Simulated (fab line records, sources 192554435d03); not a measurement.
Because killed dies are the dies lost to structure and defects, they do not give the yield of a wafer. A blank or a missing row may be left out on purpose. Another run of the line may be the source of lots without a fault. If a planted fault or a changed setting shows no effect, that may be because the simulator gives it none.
Matching of chambers || flow n5 finfet || 4 sister chambers for N5_BEOL_M14_DESCUM_33 on rie diel-02
The step chemistry O2, time 7.9 s. 20 wafers are shown with their chamber, then 10 later ones without.

WAFERS WITH THEIR CHAMBER
{"wafer": "L075.2", "chamber": 3, "drypump motor current A (A)": 5.6, "showerhead plenum p Torr (Torr)": 2.08, "oes product au (a.u.)": 0.72}
{"wafer": "L075.5", "chamber": 1, "drypump motor current A (A)": 6.2, "showerhead plenum p Torr (Torr)": 2.14, "oes product au (a.u.)": 0.70}
{"wafer": "L075.6", "chamber": 0, "drypump motor current A (A)": 5.3, "showerhead plenum p Torr (Torr)": 2.00, "oes product au (a.u.)": 0.70}
{"wafer": "L076.1", "chamber": 0, "drypump motor current A (A)": 5.3, "showerhead plenum p Torr (Torr)": 2.00, "oes product au (a.u.)": 0.70}
{"wafer": "L076.4", "chamber": 0, "drypump motor current A (A)": 5.3, "showerhead plenum p Torr (Torr)": 1.99, "oes product au (a.u.)": 0.69}
{"wafer": "L076.6", "chamber": 3, "drypump motor current A (A)": 5.6, "showerhead plenum p Torr (Torr)": 2.07, "oes product au (a.u.)": 0.72}
{"wafer": "L079.3", "chamber": 3, "drypump motor current A (A)": 5.6, "showerhead plenum p Torr (Torr)": 2.07, "oes product au (a.u.)": 0.70}
{"wafer": "L079.4", "chamber": 2, "drypump motor current A (A)": 5.2, "showerhead plenum p Torr (Torr)": 2.16, "oes product au (a.u.)": 0.98}
{"wafer": "L079.6", "chamber": 3, "drypump motor current A (A)": 5.6, "showerhead plenum p Torr (Torr)": 2.07, "oes product au (a.u.)": 0.69}
{"wafer": "L078.1", "chamber": 3, "drypump motor current A (A)": 5.6, "showerhead plenum p Torr (Torr)": 2.07, "oes product au (a.u.)": 0.70}
{"wafer": "L078.2", "chamber": 0, "drypump motor current A (A)": 5.3, "showerhead plenum p Torr (Torr)": 1.99, "oes product au (a.u.)": 0.69}
{"wafer": "L078.5", "chamber": 0, "drypump motor current A (A)": 5.3, "showerhead plenum p Torr (Torr)": 1.99, "oes product au (a.u.)": 0.69}
{"wafer": "L077.3", "chamber": 2, "drypump motor current A (A)": 5.3, "showerhead plenum p Torr (Torr)": 2.16, "oes product au (a.u.)": 0.98}
{"wafer": "L077.5", "chamber": 2, "drypump motor current A (A)": 5.3, "showerhead plenum p Torr (Torr)": 2.16, "oes product au (a.u.)": 0.99}
{"wafer": "L077.6", "chamber": 0, "drypump motor current A (A)": 5.3, "showerhead plenum p Torr (Torr)": 1.99, "oes product au (a.u.)": 0.70}
{"wafer": "L082.2", "chamber": 3, "drypump motor current A (A)": 5.6, "showerhead plenum p Torr (Torr)": 2.07, "oes product au (a.u.)": 0.70}
{"wafer": "L082.3", "chamber": 0, "drypump motor current A (A)": 5.3, "showerhead plenum p Torr (Torr)": 1.99, "oes product au (a.u.)": 0.69}
{"wafer": "L082.6", "chamber": 2, "drypump motor current A (A)": 5.2, "showerhead plenum p Torr (Torr)": 2.16, "oes product au (a.u.)": 0.98}
{"wafer": "L086.1", "chamber": 1, "drypump motor current A (A)": 6.2, "showerhead plenum p Torr (Torr)": 2.13, "oes product au (a.u.)": 0.92}
{"wafer": "L086.3", "chamber": 2, "drypump motor current A (A)": 5.2, "showerhead plenum p Torr (Torr)": 2.15, "oes product au (a.u.)": 0.93}

SIGNATURES (means of the wafers above)
{"reading": "drypump motor current A", "chamber 0": 5.300, "chamber 1": 6.200, "chamber 2": 5.240, "chamber 3": 5.600, "scatter within a chamber": 0.0274}
{"reading": "showerhead plenum p Torr", "chamber 0": 1.9929, "chamber 1": 2.1350, "chamber 2": 2.1580, "chamber 3": 2.0717, "scatter within a chamber": 0.00472}
{"reading": "oes product au", "chamber 0": 0.6943, "chamber 1": 0.8100, "chamber 2": 0.9720, "chamber 3": 0.7050, "scatter within a chamber": 0.0414}
Rule: for a wafer and a chamber, the distance is found by dividing, reading by reading, the gap between the wafer's reading and the chamber's mean by the reading's scatter, squaring, summing and taking the root. The wafer belongs to the nearest chamber; if the next one is less than 2 further off, it can't be placed. The scatter: the root of (the sum of the squares of (reading less its chamber's mean) over the shown wafers, divided by (wafers less chambers)).

WAFERS WHOSE CHAMBER IS MISSING
{"wafer": "L086.5", "drypump motor current A (A)": 5.6, "showerhead plenum p Torr (Torr)": 2.06, "oes product au (a.u.)": 0.69}
{"wafer": "L091.2", "drypump motor current A (A)": 5.6, "showerhead plenum p Torr (Torr)": 2.06, "oes product au (a.u.)": 0.67}
{"wafer": "L091.3", "drypump motor current A (A)": 5.2, "showerhead plenum p Torr (Torr)": 2.15, "oes product au (a.u.)": 0.91}
{"wafer": "L091.6", "drypump motor current A (A)": 5.3, "showerhead plenum p Torr (Torr)": 2.25, "oes product au (a.u.)": 0.92}
{"wafer": "L094.2", "drypump motor current A (A)": 6.2, "showerhead plenum p Torr (Torr)": 2.12, "oes product au (a.u.)": 0.87}
{"wafer": "L094.3", "drypump motor current A (A)": 5.2, "showerhead plenum p Torr (Torr)": 2.14, "oes product au (a.u.)": 0.88}
{"wafer": "L094.5", "drypump motor current A (A)": 6.2, "showerhead plenum p Torr (Torr)": 2.12, "oes product au (a.u.)": 0.88}
{"wafer": "L097.1", "drypump motor current A (A)": 6.2, "showerhead plenum p Torr (Torr)": 2.12, "oes product au (a.u.)": 0.87}
{"wafer": "L097.3", "drypump motor current A (A)": 5.3, "showerhead plenum p Torr (Torr)": 2.24, "oes product au (a.u.)": 0.88}
{"wafer": "L097.5", "drypump motor current A (A)": 6.2, "showerhead plenum p Torr (Torr)": 2.12, "oes product au (a.u.)": 0.87}

EACH ONE'S CHAMBER
{"wafer": "L086.5", "from the rows above": 3, "in truth": 3}
{"wafer": "L091.2", "from the rows above": 3, "in truth": 3}
{"wafer": "L091.3", "from the rows above": 2, "in truth": 2}
{"wafer": "L091.6", "from the rows above": 2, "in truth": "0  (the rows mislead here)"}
{"wafer": "L094.2", "from the rows above": 1, "in truth": 1}
{"wafer": "L094.3", "from the rows above": 2, "in truth": 2}
{"wafer": "L094.5", "from the rows above": 1, "in truth": 1}
{"wafer": "L097.1", "from the rows above": 1, "in truth": 1}
{"wafer": "L097.3", "from the rows above": 2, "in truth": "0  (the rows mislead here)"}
{"wafer": "L097.5", "from the rows above": 1, "in truth": 1}
8 of 10 placed correctly. From these rows, 0 cannot be placed. Wrongly placed: 2.
